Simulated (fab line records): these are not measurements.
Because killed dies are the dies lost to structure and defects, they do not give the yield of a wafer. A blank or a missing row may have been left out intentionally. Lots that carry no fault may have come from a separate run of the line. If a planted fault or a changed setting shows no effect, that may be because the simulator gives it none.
Matching of chambers || flow n5-finfet || N5_ZERO_LAYER_PECVD_02 on pecvd-04: 3 sister chambers
The step deposits SiO2 from SiH4/N2O, target thk 10 nm, time 6 s. 6 wafers are shown with their chamber, then 7 later ones without.

EACH WAFER AND ITS CHAMBER
{"wafer": "L077.4", "chamber": 1, "showerhead-plenum-p-Torr (Torr)": 8.21, "heater-power-w (W)": 649}
{"wafer": "L088.2", "chamber": 2, "showerhead-plenum-p-Torr (Torr)": 8.12, "heater-power-w (W)": 786}
{"wafer": "L088.5", "chamber": 0, "showerhead-plenum-p-Torr (Torr)": 8.40, "heater-power-w (W)": 626}
{"wafer": "L088.6", "chamber": 2, "showerhead-plenum-p-Torr (Torr)": 8.11, "heater-power-w (W)": 778}
{"wafer": "L090.1", "chamber": 0, "showerhead-plenum-p-Torr (Torr)": 8.38, "heater-power-w (W)": 616}
{"wafer": "L090.3", "chamber": 1, "showerhead-plenum-p-Torr (Torr)": 8.22, "heater-power-w (W)": 733}

WAFERS WITH NO CHAMBER GIVEN
{"wafer": "L090.5", "showerhead-plenum-p-Torr (Torr)": 8.13, "heater-power-w (W)": 718}
{"wafer": "L093.2", "showerhead-plenum-p-Torr (Torr)": 8.33, "heater-power-w (W)": 612}
{"wafer": "L093.5", "showerhead-plenum-p-Torr (Torr)": 8.11, "heater-power-w (W)": 712}
{"wafer": "L093.6", "showerhead-plenum-p-Torr (Torr)": 8.23, "heater-power-w (W)": 731}
{"wafer": "L097.1", "showerhead-plenum-p-Torr (Torr)": 8.39, "heater-power-w (W)": 604}
{"wafer": "L097.5", "showerhead-plenum-p-Torr (Torr)": 8.40, "heater-power-w (W)": 620}
{"wafer": "L097.6", "showerhead-plenum-p-Torr (Torr)": 8.20, "heater-power-w (W)": 599}

EACH ONE'S CHAMBER
{"wafer": "L090.5", "from the rows above": 2, "in truth": 2}
{"wafer": "L093.2", "from the rows above": 0, "in truth": 0}
{"wafer": "L093.5", "from the rows above": 2, "in truth": 2}
{"wafer": "L093.6", "from the rows above": 1, "in truth": 1}
{"wafer": "L097.1", "from the rows above": 0, "in truth": 0}
{"wafer": "L097.5", "from the rows above": 0, "in truth": 0}
{"wafer": "L097.6", "from the rows above": 1, "in truth": 1}
Correct placement for 7 of the 7. Left unplaced by these rows: 0. Placed wrongly: 0.
How it was worked out, from the rows above alone: a wafer's distance from a chamber is the root of the sum, over the readings, of the square of ((its reading less the chamber's mean) divided by the reading's scatter). The wafer belongs to the nearest chamber; if the next one is less than 2 further off, it can't be placed. For every chamber, the mean is computed from those of its wafers that are shown. How the scatter is found: for the shown wafers, subtract from each reading the mean of its chamber, square and add these, divide the total by (wafers less chambers), then take the root.
